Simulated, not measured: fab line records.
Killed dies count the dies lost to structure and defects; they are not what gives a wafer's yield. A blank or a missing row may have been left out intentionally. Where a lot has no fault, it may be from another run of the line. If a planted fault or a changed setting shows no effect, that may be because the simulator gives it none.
Matching of chambers || flow n5_finfet || N5_BEOL_M10_ALD_74 on ald_metal-01 has 4 sister chambers
The step deposits TaN, target thk 2 nm, pulse time 2 s, purge time 3 s. 8 wafers are shown with their chamber, then 7 later ones without.

== WAFERS PAIRED WITH THEIR CHAMBERS ==
{"wafer": "L076.6", "chamber": 3, "heater_power_w (W)": 436, "susceptor_temp_C (C)": 275.36}
{"wafer": "L079.5", "chamber": 0, "heater_power_w (W)": 484, "susceptor_temp_C (C)": 275.10}
{"wafer": "L082.4", "chamber": 3, "heater_power_w (W)": 434, "susceptor_temp_C (C)": 274.69}
{"wafer": "L086.2", "chamber": 2, "heater_power_w (W)": 482, "susceptor_temp_C (C)": 275.26}
{"wafer": "L086.4", "chamber": 1, "heater_power_w (W)": 389, "susceptor_temp_C (C)": 274.91}
{"wafer": "L086.5", "chamber": 1, "heater_power_w (W)": 398, "susceptor_temp_C (C)": 275.18}
{"wafer": "L089.2", "chamber": 0, "heater_power_w (W)": 495, "susceptor_temp_C (C)": 275.10}
{"wafer": "L089.5", "chamber": 2, "heater_power_w (W)": 483, "susceptor_temp_C (C)": 274.96}

== WAFERS MISSING THEIR CHAMBER ==
{"wafer": "L089.6", "heater_power_w (W)": 382, "susceptor_temp_C (C)": 274.83}
{"wafer": "L091.2", "heater_power_w (W)": 503, "susceptor_temp_C (C)": 274.95}
{"wafer": "L091.5", "heater_power_w (W)": 435, "susceptor_temp_C (C)": 275.04}
{"wafer": "L091.6", "heater_power_w (W)": 476, "susceptor_temp_C (C)": 275.13}
{"wafer": "L095.2", "heater_power_w (W)": 509, "susceptor_temp_C (C)": 275.07}
{"wafer": "L095.4", "heater_power_w (W)": 439, "susceptor_temp_C (C)": 275.08}
{"wafer": "L095.5", "heater_power_w (W)": 504, "susceptor_temp_C (C)": 275.09}

== THE CHAMBER EACH PASSED THROUGH ==
{"wafer": "L089.6", "from the rows above": 1, "in truth": 1}
{"wafer": "L091.2", "from the rows above": "can't be placed: 0 or 2", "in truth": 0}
{"wafer": "L091.5", "from the rows above": 3, "in truth": 3}
{"wafer": "L091.6", "from the rows above": "can't be placed: 2 or 0", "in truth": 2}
{"wafer": "L095.2", "from the rows above": "can't be placed: 0 or 2", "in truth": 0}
{"wafer": "L095.4", "from the rows above": 3, "in truth": 3}
{"wafer": "L095.5", "from the rows above": "can't be placed: 0 or 2", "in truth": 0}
3 of 7 placed correctly. From these rows, 4 cannot be placed; in 4 the true chamber is one of the candidates. Placed wrongly: 0.
How it was worked out, from the rows above alone: a wafer's distance from a chamber is the root of the sum, over the readings, of the square of ((its reading less the chamber's mean) divided by the reading's scatter). The wafer belongs to the nearest chamber; if the next one is less than 2 further off, it can't be placed. The mean given for a chamber averages the wafers shown for that chamber. The scatter is the square root of a quotient: the sum, over the shown wafers, of each reading's squared deviation from its chamber's mean, divided by wafers minus chambers.
